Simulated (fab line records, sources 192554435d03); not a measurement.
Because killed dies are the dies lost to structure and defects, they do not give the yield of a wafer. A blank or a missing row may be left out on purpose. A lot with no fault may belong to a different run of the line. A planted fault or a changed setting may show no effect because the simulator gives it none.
fab line records	flow n5Finfet
[record] lots = 11	wafers = 33	lastDay = 16
route steps=1938 shown MOL_CONTACT_COAG@559 TV_OPEN@1890 PAD_METAL@1895 PASSIVATION@1936
lots that met no fault: from a run of the same line without faults
startH: start of the lot's first displayed wafer, in hours after the record's first day	waitH: hours since the lot's step before	" as in the row above	L1.1+2: one row covering several wafers at once	- no value, or no start given	* or withheld: withheld	< > ~ a bound
route shown NAME@n: NAME is a module with steps in the file, n the number in the route of the first one	usual: mean and standard deviation over wafers with no fault	same: alike in all rows	chamber/n: place in a boat	sites: per-site readings	_std_site: the standard deviation of these	_edge_site: inner sites' mean taken away from outer sites' mean	radiusMm: how far each site lies from the wafer's centre	mask NAME#n: copy n	behind: tool/chamber where the wafer was last shaped	hold: cause of the lot's hold/its duration in hours/its outcome	device: whichever transistor did not switch (one of n, p or np)	end of line: the tests these same wafers got at the end of their route	a step without rows: its recipe alone	killed: the dies lost at the first sort to structure and to defects; this is not the yield of the wafer	map: a wafer's dies, x killed, . not, _ none there
set.NAME: the setting as run; set.NAME@STEP: as run at that earlier step	model.NAME: the simulator's own value behind a step, which no gauge read
steps of the route over a sample of lots; a table a step, a row a wafer
services: when a tool's chamber went out of use (startH, in hours from the record's first day, below 0 if earlier), for how many hours, and the reason
[[steps]]
[step N5_MOL_CONTACT_COAG_ALD_27]
[recipe] material = SiOC	targetThkA = 170	tempC = 400	aldPrecursorFamily = carbosiloxane	aldCoReactant = H2-plasma	pulseTimeS = 1.5	timeS = 2720	purgeTimeS = 2	coReactantPurgeTimeS = 2	aldCycles = 340	pressureTorr = 2
[usual] heaterPowerOuterW = 506/55	heaterPowerW = 818/86	precursorPulseHeightRel = 0.998/0.022	susceptorTempC = 400.03/0.23
lot.wafer	tool	chamber	startH	waitH	heaterPowerOuterW	heaterPowerW	precursorPulseHeightRel	susceptorTempC
L608.2	aldSin-02	0	96.66	0.0	591	920	1.014	400.08
L608.3	"	3	"	"	484	740	1.009	400.01
L608.6	"	3	"	"	484	735	0.997	400.10
L609.1	aldSin-04	3	99.65	1.8	565	896	1.005	399.95
L609.3	"	0	"	"	562	857	0.999	400.37
L609.5	"	1	"	"	462	822	0.992	399.94
L610.2	aldSin-02	1	104.27	0.0	452	711	0.973	399.86
L610.3	"	2	"	"	420	707	1.029	400.36
L610.5	"	3	"	"	479	715	1.057	399.80
L611.3	aldSin-04	3	110.82	0.1	569	905	0.977	400.10
L611.5	"	1	"	"	471	811	0.980	400.39
L611.6	"	2	"	"	456	759	0.952	399.87
L613.2	aldSin-04	2	126.67	0.4	459	744	1.025	400.03
L613.3	"	3	"	"	565	899	1.004	399.80
L613.6	"	1	"	"	464	807	0.967	400.29
L614.1	aldSin-04	3	131.48	0.0	564	925	1.013	399.93
L614.3	"	1	"	"	466	814	0.989	400.15
L614.5	"	3	"	"	573	921	1.014	399.88
L615.1	aldSin-04	1	139.48	0.0	466	820	0.997	400.18
L615.3	"	3	"	"	570	909	0.988	400.04
L615.6	"	1	"	"	474	823	1.024	400.18
L618.1	aldSin-04	3	161.57	0.0	578	894	0.977	400.38
L618.2	"	0	"	"	545	885	0.993	400.10
L618.4	"	2	"	"	473	752	0.991	400.17
L619.2	aldSin-02	2	164.94	0.0	430	704	1.009	400.37
L619.3	"	3	"	"	484	732	0.969	399.99
L619.5	"	1	"	"	437	705	0.998	400.00
L620.1	aldSin-04	2	174.32	0.0	466	750	1.013	400.21
L620.4	"	1	"	"	465	824	1.002	399.95
L620.6	"	3	"	"	562	913	1.013	399.71
L624.1	aldSin-04	2	195.12	0.2	464	754	0.980	399.90
L624.2	"	3	"	"	566	896	1.006	399.96
L624.6	"	0	"	"	553	853	1.021	400.29
[step N5_PASSIVATION_ETCH_15]
[recipe] chemistry = CF4/N2	target = SiCN	targetDepthA = 750	taperDeg = 2	timeS = 81.2	ionEnergyEv = 150	maskMaterial = SiNx	pressureMtorr = 40	sourceW = 430	biasW = 70	Ar_flow_sccm = 100	cf4FlowSccm = 60	n2FlowSccm = 60
[usual] drypumpMotorCurrentA = 5.7/0.45	oesProductAu = 0.81/0.094	rfFwdPowerW = 428.2/1.4	rfVppV = 382.3/2.3	showerheadPlenumPTorr = 2.21/0.085	throttleValvePct = 15.41/0.23
lot.wafer	tool	chamber	startH	waitH	drypumpMotorCurrentA	oesProductAu	rfFwdPowerW	rfHoursCounterH	rfVppV	showerheadPlenumPTorr	throttleValvePct
L608.2	rieDiel-01	0	-	-	6.2	0.68	425.0	225	379.9	2.09	15.84
L608.3	"	2	"	"	5.1	0.73	430.7	164	383.8	2.30	15.62
L608.6	"	0	"	"	6.2	0.68	427.8	-	379.9	2.09	15.84
L609.1	rieDiel-04	2	-	-	5.9	0.81	428.0	85	384.6	2.23	15.31
L609.3	"	3	"	"	6.0	0.95	430.5	3	381.7	2.26	15.06
L609.5	"	3	"	"	6.0	0.95	426.2	-	384.7	2.26	15.05
L610.2	rieDiel-04	2	-	-	5.9	0.80	427.4	89	381.9	2.22	15.32
L610.3	"	0	"	"	5.3	0.72	426.9	211	383.0	2.27	15.58
L610.5	"	0	"	"	5.3	0.72	428.5	-	384.5	2.27	15.59
L611.3	rieDiel-04	2	-	-	5.9	0.80	427.6	91	382.2	2.22	15.32
L611.5	"	0	"	"	5.3	0.72	426.4	-	383.1	2.27	15.60
L611.6	"	3	"	"	6.0	0.92	431.4	-	384.2	2.26	15.07
L614.1	rieDiel-06	0	-	-	5.6	0.69	429.2	230	383.4	2.26	15.75
L614.3	"	2	"	"	4.8	0.87	428.9	52	384.9	2.33	15.33
L614.5	"	2	"	"	4.8	0.85	428.6	-	385.1	2.33	15.33
L613.2	rieDiel-06	2	-	-	4.8	0.85	428.1	56	385.5	2.33	15.34
L613.3	"	1	"	"	5.5	0.74	428.7	170	377.0	2.03	15.39
L613.6	"	0	"	"	5.6	0.68	426.0	-	382.6	2.26	15.74
L615.1	rieDiel-01	2	-	-	5.1	0.73	428.8	178	383.4	2.30	15.65
L615.3	"	0	"	"	6.2	0.68	426.1	240	379.6	2.09	15.85
L615.6	"	3	"	"	5.9	0.96	428.2	-	381.1	2.18	15.01
L618.1	rieDiel-04	1	-	-	5.5	0.98	427.1	14	384.0	2.25	15.47
L618.2	"	2	"	"	5.9	0.79	427.0	106	381.6	2.22	15.34
L618.4	"	0	"	"	5.3	0.70	428.6	229	383.7	2.26	15.62
L620.1	rieDiel-04	1	-	-	5.5	0.98	430.3	15	384.6	2.25	15.50
L620.4	"	2	"	"	5.8	0.78	426.3	108	382.1	2.22	15.34
L620.6	"	2	"	"	5.9	0.78	427.7	-	382.2	2.22	15.35
L619.2	rieDiel-01	2	-	-	5.1	0.72	426.7	189	383.1	2.29	15.68
L619.3	"	3	"	"	5.9	0.92	428.3	-	381.9	2.17	15.05
L619.5	"	3	"	"	5.9	0.93	427.9	-	382.0	2.17	15.05
L624.1	rieDiel-04	3	-	-	6.0	0.86	427.2	36	382.7	2.25	15.11
L624.2	"	2	"	"	5.9	0.78	426.9	117	382.2	2.21	15.37
L624.6	"	2	"	"	5.9	0.76	429.5	-	382.8	2.21	15.38
[step N5_PASSIVATION_SPUTTER_20]
[recipe] material = TaN	targetThkA = 500	tempC = 25	chamberPressurePa = 0.4
[usual] susceptorTempC = 25.02/0.098	throttleValvePct = 29.8/1.2
lot.wafer	tool	chamber	startH	waitH	susceptorTempC	throttleValvePct
L608.2	pvdSputter-02	-	278.78	0.0	25.01	28.3
L608.3	"	-	"	"	25.02	29.7
L608.6	"	-	"	"	25.01	29.6
L609.1	pvdSputter-03	-	279.33	0.0	24.92	28.0
L609.3	"	-	"	"	24.91	30.9
L609.5	"	-	"	"	24.95	30.5
L610.2	pvdSputter-02	-	291.21	0.0	25.13	30.9
L610.3	"	-	"	"	25.12	30.9
L610.5	"	-	"	"	25.05	31.2
L611.3	pvdSputter-02	-	297.10	0.0	24.88	28.4
L611.5	"	-	"	"	24.96	31.1
L611.6	"	-	"	"	24.99	28.5
L614.1	pvdSputter-01	-	309.30	0.0	25.08	30.2
L614.3	"	-	"	"	24.85	30.3
L614.5	"	-	"	"	25.07	30.3
L613.2	pvdSputter-01	-	321.93	0.0	24.92	29.7
L613.3	"	-	"	"	24.93	30.3
L613.6	"	-	"	"	24.97	28.0
L615.1	pvdSputter-03	-	322.11	0.0	25.05	30.7
L615.3	"	-	"	"	25.00	28.2
L615.6	"	-	"	"	25.07	31.1
L618.1	pvdSputter-03	-	342.13	0.0	25.13	29.2
L618.2	"	-	"	"	24.98	30.7
L618.4	"	-	"	"	24.95	30.9
L620.1	pvdSputter-03	-	350.33	0.0	24.87	29.3
L620.4	"	-	"	"	24.91	31.0
L620.6	"	-	"	"	25.06	31.1
L619.2	pvdSputter-02	-	355.57	0.0	24.96	29.3
L619.3	"	-	"	"	24.89	28.4
L619.5	"	-	"	"	25.00	28.7
L624.1	pvdSputter-02	-	376.73	0.0	25.01	29.7
L624.2	"	-	"	"	25.17	31.1
L624.6	"	-	"	"	25.12	28.4
[step N5_PASSIVATION_PROBE_49]
[usual] defectLimitedYield = 91.3/1.3	killed_at_M0_to_M3 = 35/9.3	killed_at_M4_up = 14/5.2	killedAtContacts = 12/5.9	killedAtFrontEnd = 38/11	killedAtOther = 4/3.7	killedDies = 103/15	killedOpen = 67/12	killedShort = 34/8	sort_bin_5_function = 5.1/0.88	sort_bin_6_memory = 3.3/0.65	sort_bin_8_speed = 0.00/0.03	sortNPass = 1077/15	sortYieldPct = 91.3/1.3
[same] grossDies = 1180	killedAtBackSide = 0	sort_bin_4_leakage[%] = 0
lot.wafer	tool	chamber	startH	waitH	defectLimitedYield[%]	killed_at_M0_to_M3	killed_at_M4_up	killedAtContacts	killedAtFrontEnd	killedAtOther	killedDies	killedOpen	killedShort	sort_bin_5_function[%]	sort_bin_6_memory[%]	sort_bin_8_speed[%]	sortNPass	sortYieldPct[%]
L620.1	prober-01	-	355.96	0.0	94.7	26	5	13	17	1	62	36	25	3.0	1.9	0	1118	94.7
L620.4	prober-01	-	356.11	0.2	92.4	37	13	1	32	7	90	51	39	4.4	2.9	0	1090	92.4
L620.6	prober-01	-	356.21	0.3	80.8	40	13	137	33	3	226	62	40	12.5	4.8	0	954	80.8
L619.2	prober-02	-	361.33	0.1	88.6	42	14	6	63	10	135	91	43	7.9	3.4	0	1045	88.6
L619.3	prober-02	-	361.38	0.1	89.2	40	25	8	46	9	128	77	45	6.7	3.7	0	1052	89.2
L619.5	prober-02	-	361.48	0.2	90.1	38	9	5	55	10	117	79	37	6.0	3.6	0	1063	90.1
L624.1	prober-02	-	382.58	0.0	87.5	50	15	19	59	5	148	92	53	7.0	4.9	0.08	1032	87.5
L624.2	prober-02	-	382.63	0.1	83.6	31	8	117	32	6	194	54	27	11.4	3.5	0	986	83.6
L624.6	prober-02	-	382.83	0.3	90.7	44	10	6	45	5	110	66	42	5.7	3.5	0	1070	90.7
// killed by level:class
L620.1 BEOL_M0_SAQP:geometricParticle:open=10 BEOL_M0_SAQP:geometricParticle:short=8 MOL_CONTACT_COAG:geometricParticle:open=7 MOL_CONTACT_COAG:geometricParticle:short=6 FIN_SAQP:geometricParticle:open=4 FIN_SAQP:geometricParticle:short=4 BEOL_M1:geometricParticle:open=4 DUMMY_GATE:geometricParticle:open=3
L620.4 BEOL_M0_SAQP:geometricParticle:short=14 BEOL_M0_SAQP:geometricParticle:open=11 GATE_CUT:geometricParticle:short=7 BEOL_M4:geometricParticle:open=6 BEOL_M3:geometricParticle:open=5 DUMMY_GATE:geometricParticle:short=4 BEOL_M2:geometricParticle:open=4 FIN_SAQP:geometricParticle:open=3
L620.6 MOL_CONTACT_COAG:unspecified=122 BEOL_M0_SAQP:geometricParticle:short=17 MOL_CONTACT_COAG:geometricParticle:open=12 BEOL_M0_SAQP:geometricParticle:open=9 FIN_SAQP:geometricParticle:short=5 BEOL_M4:geometricParticle:open=5 FIN_SAQP:geometricParticle:open=4 STI_FIN_REVEAL:geometricParticle:open=4
L619.2 FIN_SAQP:geometricParticle:open=20 STI_FIN_REVEAL:geometricParticle:open=16 FIN_SAQP:geometricParticle:short=10 BEOL_M0_SAQP:geometricParticle:open=9 BEOL_M1:geometricParticle:open=8 BEOL_M0_SAQP:geometricParticle:short=6 BEOL_M4:geometricParticle:open=6 MOL_CONTACT_COAG:geometricParticle:open=5
L619.3 FIN_SAQP:geometricParticle:short=13 BEOL_M0_SAQP:geometricParticle:short=12 BEOL_M5:geometricParticle:open=10 BEOL_M0_SAQP:geometricParticle:open=9 FIN_SAQP:geometricParticle:open=8 STI_FIN_REVEAL:geometricParticle:open=8 BEOL_M4:geometricParticle:open=7 BEOL_M0:geometricParticle:open=7
L619.5 STI_FIN_REVEAL:geometricParticle:open=17 FIN_SAQP:geometricParticle:open=12 BEOL_M0:geometricParticle:open=10 FIN_SAQP:geometricParticle:short=8 BEOL_M0_SAQP:geometricParticle:short=8 BEOL_M1:geometricParticle:open=8 GATE_CUT:geometricParticle:short=6 BEOL_M3:geometricParticle:open=5
L624.1 BEOL_M0_SAQP:geometricParticle:short=18 STI_FIN_REVEAL:geometricParticle:open=16 MOL_CONTACT_COAG:geometricParticle:open=16 FIN_SAQP:geometricParticle:open=13 BEOL_M0_SAQP:geometricParticle:open=13 FIN_SAQP:geometricParticle:short=10 BEOL_M3:geometricParticle:open=9 BEOL_M4:geometricParticle:open=5
L624.2 MOL_CONTACT_COAG:unspecified=113 BEOL_M0_SAQP:geometricParticle:open=10 FIN_SAQP:geometricParticle:open=9 BEOL_M1:geometricParticle:open=9 BEOL_M0_SAQP:geometricParticle:short=8 FIN_SAQP:geometricParticle:short=6 STI_FIN_REVEAL:geometricParticle:open=4 MOL_CONTACT_COAG:geometricParticle:open=3
L624.6 BEOL_M0_SAQP:geometricParticle:short=17 BEOL_M0_SAQP:geometricParticle:open=13 FIN_SAQP:geometricParticle:open=10 BEOL_M3:geometricParticle:open=10 GATE_CUT:geometricParticle:short=8 STI_FIN_REVEAL:geometricParticle:open=6 GATE_CUT:geometricParticle:open=5 ILD0:geometricParticle:open=4
[[services]]
tool	chamber	startH	hours	kind
pvdSputter-01	-	83.60	1.1	repair
rieDiel-01	0	107.52	8.7	repair
pvdSputter-01	-	115.56	3.2	repair
rieDiel-01	-	142.97	28.1	pm
rieDiel-06	-	151.78	0.2	repair
aldSin-04	1	178.87	152.3	repair
rieDiel-01	2	244.51	16.5	repair
aldSin-04	-	250.48	0.3	repair
pvdSputter-03	-	254.06	7.5	repair
aldSin-04	-	268.61	14.0	pm
aldSin-04	0	268.61	14.0	ventCycle
aldSin-04	2	268.61	14.0	ventCycle
rieDiel-06	0	287.07	4.0	repair
rieDiel-01	1	288.75	1.8	repair
aldSin-04	3	290.89	2.9	repair
aldSin-04	3	299.21	4.7	repair
rieDiel-01	2	333.70	4.4	repair
rieDiel-01	3	341.29	5.2	repair
aldSin-02	-	350.57	6.0	pm
pvdSputter-01	-	351.60	5.5	repair
rieDiel-01	1	352.93	1.8	repair
aldSin-02	-	356.57	14.6	pm
rieDiel-04	1	357.76	5.1	repair
aldSin-02	-	374.13	14.0	pm
[[key]]
[firstSign] step = N5_PASSIVATION_PROBE_49	reading = killedAtContacts	direction = up	sigmas = 19	usual = 12	struck = 127
[effect] step = N5_PASSIVATION_PROBE_49	reading = killedDies	direction = up	sigmas = 6.9	usual = 103	struck = 210
[moreKillsBornAt] N5_MOL_CONTACT_COAG_ALD_27@aldSin-04 = 235
metAt N5_MOL_CONTACT_COAG_ALD_27
struckLots L620,L624
struckWafers L620.6,L624.2
notActingAt N5_PASSIVATION_ETCH_15,N5_PASSIVATION_SPUTTER_20
onsetBetween 161.57 174.32
[fault] kind = chamberParticleSource	tool = aldSin-04	chamber = 3	onsetH = 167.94	steps = N5_MOL_CONTACT_COAG_ALD_27	ratePerVisitCm2 = 0.70127	endH = 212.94
